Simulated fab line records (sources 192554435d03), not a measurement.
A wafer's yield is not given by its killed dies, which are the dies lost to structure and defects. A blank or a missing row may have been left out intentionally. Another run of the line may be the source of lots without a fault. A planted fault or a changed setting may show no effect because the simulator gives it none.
fab line records | flow n5-finfet
record lots=7 wafers=39
route steps=1938 shown FIN_SAQP@110 FIN_CUT@174 SD_EPI_N@288 MOL_CONTACT_COAG@544 BEOL_M0_SAQP@635 BEOL_M1@814 BEOL_M2@887 BEOL_M4@1083 BEOL_M7@1299 BEOL_M11@1587 BEOL_M14@1716 MIM_BOT@1833 PASSIVATION@1936
start-h: hours from the record's first day to the start of the lot's first wafer shown | wait-h: hours since the lot's step before | " as in the row above | L1.1+2: a row that stands for several wafers | - either no value or no given start | * or withheld: withheld | < > ~ a bound
route shown NAME@n: names a module that has steps shown in the file, with the first one's number in the route | usual: mean/standard deviation taken from wafers without a fault | same: alike in all rows | chamber/n: place in a boat | sites: the reading at each site | _std_site: standard deviation across them | _edge_site: mean of outer sites minus mean of inner sites | radius-mm: for every site, how far away it sits from the centre of the wafer | mask NAME#n: copy n | behind: tool/chamber where the wafer was last shaped | hold: why the lot went on hold/how many hours it stayed there/how the hold came to an end | device: the n, p or np transistor that did not switch | end of line: the route-end tests of the same wafers | for a step that has no rows: nothing shown but its recipe | killed: dies lost to structure and defects at the first sort, not the wafer's yield | map: dies across one wafer; x = killed, . = not, _ = none there
set.NAME: the run value of the setting; set.NAME@STEP: its run value at that earlier step | model.NAME: the simulator's own value behind a step, which no gauge read
lots run with intentionally changed settings; tables by step, rows by wafer
## steps
# step N5_FIN_SAQP_DEVELOP_15
# recipe develop-time-s=30 developer=TMAH resist=CAR-ArF dev-temp-c=23 rinse-liquid=diw dry=air-spin
# step N5_FIN_CUT_CUT_ETCH_27
# recipe chemistry=CHF3/O2 target=SiO2 target-depth-a=40 mask-material=SOC overetch-a=20 time-s=4.9 pressure-mtorr=30 source-w=650 bias-w=170 Ar_flow_sccm=200 CHF3_flow_sccm=50 O2_flow_sccm=5 ion-energy-ev=200
# step N5_SD_EPI_N_EPI_21
# recipe material=Si:P dopant=P temp-c=680 pressure-torr=255 time-s=690
# step N5_MOL_CONTACT_COAG_ALD_20
# recipe material=TiN target-thk-a=15 temp-c=400 ald-precursor-family=TiCl4 ald-co-reactant=NH3 pulse-time-s=1 purge-time-s=3 co-reactant-purge-time-s=2 co-reactant-pulse-time-s=2 ald-cycles=68 pressure-torr=3
# step N5_BEOL_M0_SAQP_PECVD_03
# recipe material=SiCN target-thk-a=120 temp-c=withheld precursor=3MS/NH3 pressure-torr=3 rf-w=202 time-s=21.1
# step N5_BEOL_M1_SPUTTER_48
# recipe material=Cu target-thk-a=45 temp-c=-20 chamber-pressure-pa=0.07 power-w=withheld time-s=8.29
# step N5_BEOL_M2_VIA_ETCH_34
# recipe chemistry=C4F6/O2 target-depth-a=694 mask-material=SOC pressure-mtorr=15 ion-energy-ev=250 taper-deg=4 time-s=65.9 source-w=350 bias-w=170 Ar_flow_sccm=300 C4F6_flow_sccm=10 O2_flow_sccm=10
# step N5_BEOL_M4_CVD_47
# recipe material=Co target-thk-a=30 temp-c=withheld precursor=CCTBA/H2 pressure-torr=30 time-s=223.8
# step N5_BEOL_M7_DESCUM_33
# recipe chemistry=O2 time-s=7 source-power-w=50 bias-power-w=20 pressure-mtorr=20 rf-frequency-hz=2.712e+07 temp-c=40 resist=CAR-EUV o2-flow-sccm=225
# step N5_BEOL_M11_CURE_72
# recipe temp-c=370 time-s=120 ambient=DMADMS/He material=SiCOH_lowk
# step N5_BEOL_M14_ILD_DEP_00
# recipe material=SiO2 target-thk-a=11193 temp-c=400 precursor=TEOS/O2 pressure-torr=6.5 rf-w=900 teos-flow-sccm=161.4 gas=O2 flow-sccm=2650 time-s=237.4
# step N5_MIM_BOT_SPUTTER_00
# recipe material=TiN target-thk-a=350 temp-c=200 power-w=3000 chamber-pressure-pa=0.49996 gas=Ar reactive-partial-pa=0.37997 time-s=89.7
# step N5_PASSIVATION_PROBE_49
# usual killed-at-other=3.3/2.5 killed-on-rim=14/3.6
# columns lot.wafer tool chamber start-h wait-h set.develop-time-s@FIN_SAQP_DEVELOP_15 set.target-depth-a@FIN_CUT_CUT_ETCH_27 set.time-s@SD_EPI_N_EPI_21 set.co-reactant-pulse-time-s@MOL_CONTACT_COAG_ALD_20 set.time-s@BEOL_M0_SAQP_PECVD_03 set.target-thk-a@BEOL_M1_SPUTTER_48 set.target-depth-a@BEOL_M2_VIA_ETCH_34 set.target-thk-a@BEOL_M4_CVD_47 set.time-s@BEOL_M7_DESCUM_33 set.time-s@BEOL_M11_CURE_72 set.target-thk-a@BEOL_M14_ILD_DEP_00 set.target-thk-a@MIM_BOT_SPUTTER_00 killed-at-other killed-on-rim
L079.2 prober-01 - 372.09 0.1 30 40 690 2 21.1 45 694 30 7 120 11193 350 7 15
L079.4 prober-01 - 372.19 0.2 30 40 690 2 21.1 45 694 30 7 120 11193 350 1 12
L079.5 prober-01 - 372.24 0.2 30 40 690 2 21.1 45 694 30 7 120 11193 350 2 12
L082.1 prober-01 - 395.12 0.0 30 40 572.4 3.029 21.1 45 694 30 7 178 11193 537 1084 152
L082.2 prober-01 - 395.17 0.1 30 40 572.4 2 25.27 45 1017 30 5.068 120 11193 537 1077 152
L082.3 prober-01 - 395.22 0.1 45.44 40 690 3.029 25.27 45 1017 30 5.068 178 11193 350 3 16
L082.4 prober-01 - 395.27 0.2 45.44 40 690 2 21.1 45 694 30 5.068 120 11193 537 1093 152
L082.5 prober-01 - 395.32 0.2 30 40 690 3.029 21.1 45 1017 30 7 120 11193 350 1 13
L082.6 prober-01 - 395.37 0.3 45.44 40 572.4 2 25.27 45 694 30 7 178 11193 350 6 17
L086.1 prober-01 - 414.23 0.0 35.9 40 444.4 2 28.61 45 694 13.86 7 120 11193 350 8 18
L086.2 prober-01 - 414.28 0.1 30 40 690 2 21.1 45 694 30 7 48.93 11193 469.7 1016 110
L086.3 prober-01 - 414.33 0.1 35.9 40 444.4 2 28.61 45 694 30 7 48.93 13740 350 5 12
L086.4 prober-01 - 414.38 0.2 35.9 40 690 2 21.1 45 694 30 7 120 11193 469.7 1028 115
L086.5 prober-01 - 414.43 0.2 30 40 444.4 2 21.1 45 694 13.86 7 120 13740 469.7 1021 121
L086.6 prober-01 - 414.48 0.3 30 40 690 2 28.61 45 694 13.86 7 48.93 13740 350 0 17
L087.1 prober-02 - 414.64 0.0 12.44 33.28 903.1 1.054 21.1 45 446.4 30 7 120 11193 226.4 1 12
L087.2 prober-02 - 414.69 0.1 30 33.28 903.1 2 10.58 45 694 30 10.08 120 11193 350 1 14
L087.3 prober-02 - 414.74 0.1 12.44 33.28 690 1.054 10.58 56.74 694 30 7 120 11193 350 2 13
L087.4 prober-02 - 414.79 0.2 30 40 690 1.054 21.1 56.74 694 30 10.08 120 11193 226.4 1 13
L087.5 prober-02 - 414.84 0.2 12.44 40 903.1 2 10.58 56.74 446.4 30 10.08 120 11193 226.4 2 9
L087.6 prober-02 - 414.89 0.3 30 40 690 2 21.1 45 446.4 30 7 120 11193 350 2 19
L089.1 prober-01 - 417.35 0.0 30 59.39 880.5 2 21.1 45 813.9 30 4.428 50.89 17380 197.8 0 12
L089.2 prober-01 - 417.40 0.1 30 40 690 1.657 21.1 61.29 813.9 36.36 4.428 120 11193 197.8 1 14
L089.3 prober-01 - 417.45 0.1 30 40 690 1.657 21.1 45 694 30 7 50.89 17380 350 6 12
L089.4 prober-01 - 417.50 0.2 30 59.39 690 2 21.1 61.29 813.9 36.36 7 120 17380 350 6 10
L089.5 prober-01 - 417.55 0.2 30 59.39 880.5 1.657 21.1 61.29 694 30 4.428 120 11193 350 3 12
L089.6 prober-01 - 417.60 0.3 30 40 880.5 2 21.1 45 694 36.36 7 50.89 11193 197.8 1 13
L090.1 prober-02 - 424.41 0.0 22.95 48.27 411.1 2 21.1 45 841.6 23.94 8.228 190.1 6293 413.2 2 14
L090.2 prober-02 - 424.46 0.1 22.95 40 690 2 9.227 60.84 841.6 30 8.228 120 11193 350 3 18
L090.3 prober-02 - 424.51 0.1 30 40 411.1 2 21.1 60.84 694 30 7 120 6293 350 1 24
L090.4 prober-02 - 424.56 0.2 30 40 690 2 9.227 45 841.6 23.94 7 120 11193 413.2 0 17
L090.5 prober-02 - 424.61 0.2 22.95 48.27 690 2 21.1 45 694 30 8.228 190.1 6293 413.2 0 18
L090.6 prober-02 - 424.66 0.3 30 48.27 411.1 2 9.227 60.84 694 23.94 7 190.1 11193 350 4 9
L092.1 prober-02 - 461.48 0.0 12.59 28.58 690 3.193 21.1 45 492.7 30 7 69.1 11193 474.3 1039 142
L092.2 prober-02 - 461.53 0.1 12.59 28.58 690 2 9.21 28.16 694 30 3.95 69.1 11193 350 3 12
L092.3 prober-02 - 461.58 0.1 30 40 690 3.193 9.21 28.16 492.7 47.77 3.95 69.1 11193 474.3 819 147
L092.4 prober-02 - 461.63 0.2 30 40 690 2 9.21 45 694 47.77 7 120 11193 350 6 57
L092.5 prober-02 - 461.68 0.2 30 28.58 690 2 21.1 45 492.7 47.77 3.95 120 11193 350 1 26
L092.6 prober-02 - 461.73 0.3 12.59 40 690 3.193 21.1 28.16 694 30 7 120 11193 474.3 1055 149
# killed by level:class
L079.2 MOL_CONTACT_COAG:geometric-particle:open=11 BEOL_M0_SAQP:geometric-particle:short=10 FIN_SAQP:geometric-particle:short=8 FIN_SAQP:geometric-particle:open=8 STI_FIN_REVEAL:geometric-particle:open=7 BEOL_M3:geometric-particle:open=7 BEOL_M0_SAQP:geometric-particle:open=6 STARTING-WAFER:geometric-particle:open=6
L079.4 MOL_CONTACT_COAG:geometric-particle:open=9 BEOL_M2:geometric-particle:open=8 BEOL_M3:geometric-particle:open=7 BEOL_M0_SAQP:geometric-particle:open=6 BEOL_M4:geometric-particle:open=6 STI_FIN_REVEAL:geometric-particle:open=5 BEOL_M0_SAQP:geometric-particle:short=5 GATE_CUT:geometric-particle:open=4
L079.5 BEOL_M0_SAQP:geometric-particle:short=12 BEOL_M3:geometric-particle:open=9 MOL_CONTACT_COAG:geometric-particle:open=9 FIN_SAQP:geometric-particle:short=8 BEOL_M0_SAQP:geometric-particle:open=8 FIN_SAQP:geometric-particle:open=7 STI_FIN_REVEAL:geometric-particle:open=5 STARTING-WAFER:geometric-particle:open=4
L082.1 MIM_BOT:area-sputter=1075 BEOL_M0_SAQP:geometric-particle:short=11 BEOL_M2:geometric-particle:open=10 BEOL_M3:geometric-particle:open=10 MOL_CONTACT_COAG:geometric-particle:open=8 BEOL_M4:geometric-particle:open=6 FIN_SAQP:geometric-particle:open=5 GATE_CUT:geometric-particle:short=5
L082.2 MIM_BOT:area-sputter=1071 BEOL_M2:geometric-particle:open=17 MOL_CONTACT_COAG:geometric-particle:open=9 BEOL_M0_SAQP:geometric-particle:open=8 STI_FIN_REVEAL:geometric-particle:open=7 FIN_SAQP:geometric-particle:short=6 BEOL_M1:geometric-particle:open=5 FIN_SAQP:geometric-particle:open=4
L082.3 BEOL_M2:geometric-particle:open=13 BEOL_M3:geometric-particle:open=13 MOL_CONTACT_COAG:geometric-particle:open=12 BEOL_M4:geometric-particle:open=8 DUMMY_GATE:geometric-particle:open=7 STI_FIN_REVEAL:geometric-particle:open=6 GATE_CUT:geometric-particle:short=5 BEOL_M0_SAQP:geometric-particle:short=5
L082.4 MIM_BOT:area-sputter=1090 BEOL_M0_SAQP:geometric-particle:short=9 BEOL_M3:geometric-particle:open=8 BEOL_M2:geometric-particle:open=7 MOL_CONTACT_COAG:geometric-particle:open=5 BEOL_M5:geometric-particle:open=5 FIN_SAQP:geometric-particle:short=4 MOL_CONTACT_COAG:geometric-particle:short=4
L082.5 BEOL_M3:geometric-particle:open=9 MOL_CONTACT_COAG:geometric-particle:open=9 BEOL_M2:geometric-particle:open=9 BEOL_M0_SAQP:geometric-particle:open=8 FIN_SAQP:geometric-particle:open=7 BEOL_M3:geometric-particle:short=7 GATE_CUT:geometric-particle:short=6 STI_FIN_REVEAL:geometric-particle:open=5
L082.6 MOL_CONTACT_COAG:geometric-particle:open=16 BEOL_M2:geometric-particle:open=12 BEOL_M3:geometric-particle:open=8 MOL_CONTACT_COAG:geometric-particle:short=7 BEOL_M0_SAQP:geometric-particle:open=6 BEOL_M0_SAQP:geometric-particle:short=5 STI_FIN_REVEAL:geometric-particle:open=4 DUMMY_GATE:geometric-particle:short=4
L086.1 BEOL_M0_SAQP:geometric-particle:open=14 BEOL_M0_SAQP:geometric-particle:short=13 STI_FIN_REVEAL:geometric-particle:open=11 FIN_SAQP:geometric-particle:open=8 BEOL_M2:geometric-particle:open=6 GATE_CUT:geometric-particle:short=6 DUMMY_GATE:geometric-particle:open=5 BEOL_M5:geometric-particle:short=4
L086.2 MIM_BOT:area-sputter=1010 STI_FIN_REVEAL:geometric-particle:open=19 FIN_SAQP:geometric-particle:open=9 FIN_SAQP:geometric-particle:short=7 DUMMY_GATE:geometric-particle:open=5 BEOL_M1:geometric-particle:short=5 BEOL_M0_SAQP:geometric-particle:open=5 HKMG_FIN:area-etch=5
L086.3 MOL_CONTACT_COAG:geometric-particle:open=14 FIN_SAQP:geometric-particle:open=11 DUMMY_GATE:geometric-particle:open=6 STI_FIN_REVEAL:geometric-particle:open=5 BEOL_M0_SAQP:geometric-particle:short=5 BEOL_M0_SAQP:geometric-particle:open=5 STARTING-WAFER:geometric-particle:open=5 FIN_SAQP:geometric-particle:short=3
L086.4 MIM_BOT:area-sputter=1018 FIN_SAQP:geometric-particle:open=19 BEOL_M0_SAQP:geometric-particle:open=10 FIN_SAQP:geometric-particle:short=8 STI_FIN_REVEAL:geometric-particle:open=8 BEOL_M1:geometric-particle:open=7 BEOL_M0_SAQP:geometric-particle:short=5 MOL_CONTACT_COAG:geometric-particle:open=5
L086.5 MIM_BOT:area-sputter=1015 MOL_CONTACT_COAG:geometric-particle:open=13 BEOL_M0_SAQP:geometric-particle:short=13 BEOL_M0_SAQP:geometric-particle:open=12 BEOL_M3:geometric-particle:open=9 STI_FIN_REVEAL:geometric-particle:open=8 FIN_SAQP:geometric-particle:open=6 BEOL_M4:geometric-particle:open=5
L086.6 MOL_CONTACT_COAG:geometric-particle:open=16 BEOL_M0_SAQP:geometric-particle:open=13 BEOL_M0_SAQP:geometric-particle:short=11 DUMMY_GATE:geometric-particle:open=9 FIN_SAQP:geometric-particle:short=8 FIN_SAQP:geometric-particle:open=7 BEOL_M1:geometric-particle:open=7 BEOL_M3:geometric-particle:open=6
L087.1 BEOL_M0_SAQP:geometric-particle:open=10 STI_FIN_REVEAL:geometric-particle:open=9 FIN_SAQP:geometric-particle:short=7 BEOL_M0_SAQP:geometric-particle:short=7 MOL_CONTACT_COAG:geometric-particle:open=7 GATE_CUT:geometric-particle:open=6 BEOL_M1:geometric-particle:open=5 FIN_SAQP:geometric-particle:open=4
L087.2 MOL_CONTACT_COAG:geometric-particle:open=21 STI_FIN_REVEAL:geometric-particle:open=18 FIN_SAQP:geometric-particle:open=9 DUMMY_GATE:geometric-particle:open=9 FIN_SAQP:geometric-particle:short=6 BEOL_M0_SAQP:geometric-particle:open=5 BEOL_M3:geometric-particle:open=5 BEOL_M0_SAQP:geometric-particle:short=4
L087.3 FIN_SAQP:geometric-particle:open=12 BEOL_M0_SAQP:geometric-particle:open=11 FIN_SAQP:geometric-particle:short=10 GATE_CUT:geometric-particle:short=8 GATE_CUT:geometric-particle:open=5 BEOL_M0_SAQP:geometric-particle:short=5 BEOL_M1:geometric-particle:open=5 BEOL_M5:geometric-particle:open=5
L087.4 FIN_SAQP:geometric-particle:open=14 FIN_SAQP:geometric-particle:short=12 STI_FIN_REVEAL:geometric-particle:open=10 BEOL_M0_SAQP:geometric-particle:short=8 BEOL_M3:geometric-particle:open=8 BEOL_M0_SAQP:geometric-particle:open=7 DUMMY_GATE:geometric-particle:open=6 STI_FIN_REVEAL:geometric-particle:short=3
L087.5 STI_FIN_REVEAL:geometric-particle:open=12 FIN_SAQP:geometric-particle:short=10 MOL_CONTACT_COAG:geometric-particle:open=8 BEOL_M2:geometric-particle:open=7 GATE_CUT:geometric-particle:short=6 BEOL_M5:geometric-particle:open=6 FIN_SAQP:geometric-particle:open=5 BEOL_M0_SAQP:geometric-particle:open=4
L087.6 BEOL_M0_SAQP:geometric-particle:short=16 STI_FIN_REVEAL:geometric-particle:open=14 FIN_SAQP:geometric-particle:short=10 MOL_CONTACT_COAG:geometric-particle:open=8 BEOL_M0_SAQP:geometric-particle:open=8 FIN_SAQP:geometric-particle:open=6 DUMMY_GATE:geometric-particle:open=6 BEOL_M1:geometric-particle:open=5
L089.1 BEOL_M0_SAQP:geometric-particle:short=15 BEOL_M0_SAQP:geometric-particle:open=11 FIN_SAQP:geometric-particle:short=9 BEOL_M3:geometric-particle:open=9 FIN_SAQP:geometric-particle:open=8 BEOL_M1:geometric-particle:open=8 MOL_CONTACT_COAG:geometric-particle:open=5 BEOL_M2:geometric-particle:open=5
L089.2 BEOL_M0_SAQP:geometric-particle:open=14 BEOL_M2:geometric-particle:open=14 BEOL_M0_SAQP:geometric-particle:short=12 MOL_CONTACT_COAG:geometric-particle:open=10 BEOL_M1:geometric-particle:open=10 BEOL_M0:geometric-particle:open=9 FIN_SAQP:geometric-particle:short=4 FIN_SAQP:geometric-particle:open=4
L089.3 BEOL_M0_SAQP:geometric-particle:open=15 FIN_SAQP:geometric-particle:open=11 BEOL_M1:geometric-particle:open=11 FIN_SAQP:geometric-particle:short=8 MOL_CONTACT_COAG:geometric-particle:open=8 BEOL_M0_SAQP:geometric-particle:short=8 BEOL_M2:geometric-particle:open=7 ILD0:geometric-particle:open=5
L089.4 BEOL_M0_SAQP:geometric-particle:open=16 BEOL_M3:geometric-particle:open=11 MOL_CONTACT_COAG:geometric-particle:open=9 BEOL_M1:geometric-particle:open=9 BEOL_M2:geometric-particle:open=8 BEOL_M0_SAQP:geometric-particle:short=7 FIN_SAQP:geometric-particle:short=6 BEOL_M3:geometric-particle:short=6
L089.5 BEOL_M0_SAQP:geometric-particle:short=26 BEOL_M0_SAQP:geometric-particle:open=25 MOL_CONTACT_COAG:geometric-particle:open=9 BEOL_M0:geometric-particle:open=7 FIN_SAQP:geometric-particle:open=6 BEOL_M1:geometric-particle:open=4 BEOL_M2:geometric-particle:open=4 FIN_SAQP:geometric-particle:short=3
L089.6 BEOL_M0_SAQP:geometric-particle:short=14 BEOL_M1:geometric-particle:open=13 MOL_CONTACT_COAG:geometric-particle:open=10 BEOL_M0_SAQP:geometric-particle:open=9 FIN_SAQP:geometric-particle:short=6 GATE_CUT:geometric-particle:short=5 BEOL_M3:geometric-particle:open=5 FIN_SAQP:geometric-particle:open=4
L090.1 FIN_SAQP:geometric-particle:open=17 MOL_CONTACT_COAG:geometric-particle:open=13 BEOL_M3:geometric-particle:open=12 BEOL_M0_SAQP:geometric-particle:open=12 BEOL_M0_SAQP:geometric-particle:short=10 STI_FIN_REVEAL:geometric-particle:open=7 FIN_SAQP:geometric-particle:short=6 BEOL_M1:geometric-particle:open=6
L090.2 BEOL_M3:geometric-particle:open=18 MOL_CONTACT_COAG:geometric-particle:open=15 BEOL_M0_SAQP:geometric-particle:open=8 BEOL_M0_SAQP:geometric-particle:short=8 MOL_CONTACT_COAG:geometric-particle:short=7 BEOL_M1:geometric-particle:open=7 STI_FIN_REVEAL:geometric-particle:open=4 BEOL_M1:geometric-particle:short=4
L090.3 MOL_CONTACT_COAG:geometric-particle:open=28 BEOL_M3:geometric-particle:open=25 BEOL_M0_SAQP:geometric-particle:open=14 STI_FIN_REVEAL:geometric-particle:open=9 BEOL_M0_SAQP:geometric-particle:short=8 MOL_CONTACT_COAG:geometric-particle:short=7 BEOL_M2:geometric-particle:open=7 BEOL_M1:geometric-particle:open=5
L090.4 STI_FIN_REVEAL:geometric-particle:open=17 MOL_CONTACT_COAG:geometric-particle:open=11 BEOL_M1:geometric-particle:open=10 BEOL_M2:geometric-particle:open=9 BEOL_M3:geometric-particle:open=9 GATE_CUT:geometric-particle:short=7 BEOL_M0_SAQP:geometric-particle:open=6 STI_FIN_REVEAL:geometric-particle:short=5
L090.5 MOL_CONTACT_COAG:geometric-particle:open=18 BEOL_M1:geometric-particle:open=9 BEOL_M3:geometric-particle:open=7 BEOL_M3:geometric-particle:short=6 BEOL_M0_SAQP:geometric-particle:short=5 BEOL_M0_SAQP:geometric-particle:open=5 FIN_SAQP:geometric-particle:short=4 DUMMY_GATE:geometric-particle:open=4
L090.6 MOL_CONTACT_COAG:geometric-particle:open=12 BEOL_M3:geometric-particle:open=11 FIN_SAQP:geometric-particle:short=5 STI_FIN_REVEAL:geometric-particle:open=5 BEOL_M0_SAQP:geometric-particle:short=5 BEOL_M4:geometric-particle:open=5 DUMMY_GATE:geometric-particle:open=4 BEOL_M0:geometric-particle:open=4
L092.1 MIM_BOT:area-sputter=1036 FIN_SAQP:geometric-particle:short=21 BEOL_M1:geometric-particle:open=13 BEOL_M0_SAQP:geometric-particle:short=11 BEOL_M2:geometric-particle:open=11 FIN_SAQP:geometric-particle:open=10 BEOL_M4:geometric-particle:open=9 BEOL_M3:geometric-particle:open=8
L092.2 FIN_SAQP:geometric-particle:open=18 FIN_SAQP:geometric-particle:short=12 MOL_CONTACT_COAG:geometric-particle:open=10 BEOL_M3:geometric-particle:open=10 STI_FIN_REVEAL:geometric-particle:open=8 BEOL_M1:geometric-particle:open=8 BEOL_M1:geometric-particle:short=8 BEOL_M2:geometric-particle:open=8
L092.3 MIM_BOT:area-sputter=815 BEOL_M4:area-ecd=243 FIN_SAQP:geometric-particle:short=13 BEOL_M1:geometric-particle:open=12 FIN_SAQP:geometric-particle:open=11 MOL_CONTACT_COAG:geometric-particle:open=10 BEOL_M0_SAQP:geometric-particle:short=8 BEOL_M1:geometric-particle:short=7
L092.4 BEOL_M4:area-ecd=380 FIN_SAQP:geometric-particle:open=19 FIN_SAQP:geometric-particle:short=15 BEOL_M1:geometric-particle:open=13 MOL_CONTACT_COAG:geometric-particle:open=12 BEOL_M2:geometric-particle:open=10 GATE_CUT:geometric-particle:open=5 MOL_CONTACT_COAG:geometric-particle:short=5
L092.5 BEOL_M4:area-ecd=38 MOL_CONTACT_COAG:geometric-particle:open=15 BEOL_M1:geometric-particle:open=12 FIN_SAQP:geometric-particle:short=11 STI_FIN_REVEAL:geometric-particle:open=8 FIN_SAQP:geometric-particle:open=7 GATE_CUT:geometric-particle:short=6 BEOL_M1:geometric-particle:short=6
L092.6 MIM_BOT:area-sputter=1051 BEOL_M1:geometric-particle:open=26 STI_FIN_REVEAL:geometric-particle:open=10 BEOL_M1:geometric-particle:short=10 BEOL_M2:geometric-particle:open=8 BEOL_M3:geometric-particle:open=6 MOL_CONTACT_COAG:geometric-particle:open=6 BEOL_M0_SAQP:geometric-particle:open=6
## key
split step=N5_FIN_SAQP_DEVELOP_15 setting=develop-time-s stated-as=30
response none clear
split step=N5_FIN_CUT_CUT_ETCH_27 setting=target-depth-a stated-as=40
response none clear
split step=N5_SD_EPI_N_EPI_21 setting=time-s stated-as=690
response none clear
split step=N5_MOL_CONTACT_COAG_ALD_20 setting=co-reactant-pulse-time-s stated-as=2
response none clear
split step=N5_BEOL_M0_SAQP_PECVD_03 setting=time-s stated-as=21.1
response none clear
split step=N5_BEOL_M1_SPUTTER_48 setting=target-thk-a stated-as=45
response none clear
split step=N5_BEOL_M2_VIA_ETCH_34 setting=target-depth-a stated-as=694
response none clear
split step=N5_BEOL_M4_CVD_47 setting=target-thk-a stated-as=30
response none clear
split step=N5_BEOL_M7_DESCUM_33 setting=time-s stated-as=7
response none clear
split step=N5_BEOL_M11_CURE_72 setting=time-s stated-as=120
response none clear
split step=N5_BEOL_M14_ILD_DEP_00 setting=target-thk-a stated-as=11193
response none clear
split step=N5_MIM_BOT_SPUTTER_00 setting=target-thk-a stated-as=350
response step=N5_PASSIVATION_PROBE_49 reading=killed-on-rim slope=+1.6 per=1% together-with=all explained=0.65
response step=N5_PASSIVATION_PROBE_49 reading=killed-at-other slope=+13.7 per=1% together-with=all explained=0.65
